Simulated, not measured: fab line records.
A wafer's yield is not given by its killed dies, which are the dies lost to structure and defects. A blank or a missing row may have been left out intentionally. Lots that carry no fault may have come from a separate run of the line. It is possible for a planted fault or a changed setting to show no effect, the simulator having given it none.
Code-filled problem report in 8D (eight disciplines) form	flow nand_harc	the parts of the form that need people (team, actions taken, sign-off) are left out

== 1. WHAT IS WRONG ==
Wafers without a fault read 201.1 W, standard deviation 1.3; heater_power_total_W at NHARC_A_ZERO_WELL_SOFTBAKE_05 reads a mean of 195.4 W on 2 wafers belonging to 2 lots. Relative to the usual mean, that is a shift of -4.3 standard deviations.
The step: time 70 s.
Seen first at day 11 20:00 on litho_track-03, wafer L707.3. The record has a number at this step for 38 wafers belonging to 14 lots. By rule, "out" or "out of limits" means more than 4 standard deviations away from the usual mean. The other wafers with a number count as sound.

== 2. WHAT IT IS AND WHAT IT IS NOT ==
question	is	is not
which readings at this step	heater_power_total_W	exhaust_pa
which lots	L707, L708	L696, L698, L699, L700, L701, L702, L712, L714, L715, L716, L717, L718
which wafers of those lots	all that have a number	-
read on which tools	litho_track-03	litho_track-02, litho_track-07
when	from day 11 20:00	up to then (18 sound wafers); but 18 sound wafers of L712, L714, L715, L716, L717, L718 came after

== 3. WHAT RULES OUT EACH SUSPECT ==
Counting: a tool at any process step up to the reading remains a suspect when it ran all the lots that are out and ran no sound lot after the first of those.
- rie_diel-09 at NHARC_P_BONDPAD_STRIP_15 (strips in O2): ruled out as a lasting fault. After its first lot that is out, L707 (day 11 17:46), sound lots L712, L715, L717, L718 ran on it.
- litho_track-03 at NHARC_A_ZERO_WELL_SOFTBAKE_05 (time 70 s): ruled out as a lasting fault. After its first lot that is out, L707 (day 11 20:00), sound lots L716, L717 ran on it.
Left after counting: nothing in the record.

== 4. THE CAUSE (what the simulator had put in) ==
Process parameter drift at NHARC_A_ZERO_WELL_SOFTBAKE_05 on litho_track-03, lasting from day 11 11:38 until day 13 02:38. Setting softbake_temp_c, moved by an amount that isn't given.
Counting ruled it out, wrongly.

== 5. THE EFFECT CHAIN, in route order ==
Each row: a reading whose mean over the struck wafers that have a number lies more than 3 standard deviations from the usual. Only readings whose record carries a usual standard deviation are examined. hours: median over the lots of the time between each lot's start at the first step of this table that gives one and its start at this step. sigmas: the change, counted in usual standard deviations.
hours	step	reading	usual	on struck wafers	change	sigmas
0	NHARC_A_ZERO_WELL_SOFTBAKE_05	heater_power_total_W	201.1 W	195.4	-5.7	-4.3
It contains these process steps:
- NHARC_A_ZERO_WELL_SOFTBAKE_05: time 70 s.
Later steps that measure or inspect, where all struck wafers having a row at the step show a number for every such reading and not one has moved that far: NHARC_A_ZERO_WELL_CD_MEAS_10.

== 6. WHAT WOULD HAVE CAUGHT IT SOONER ==
In this record the first reading out of limits was taken at day 11 20:00, 8 hours after the fault began at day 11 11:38.
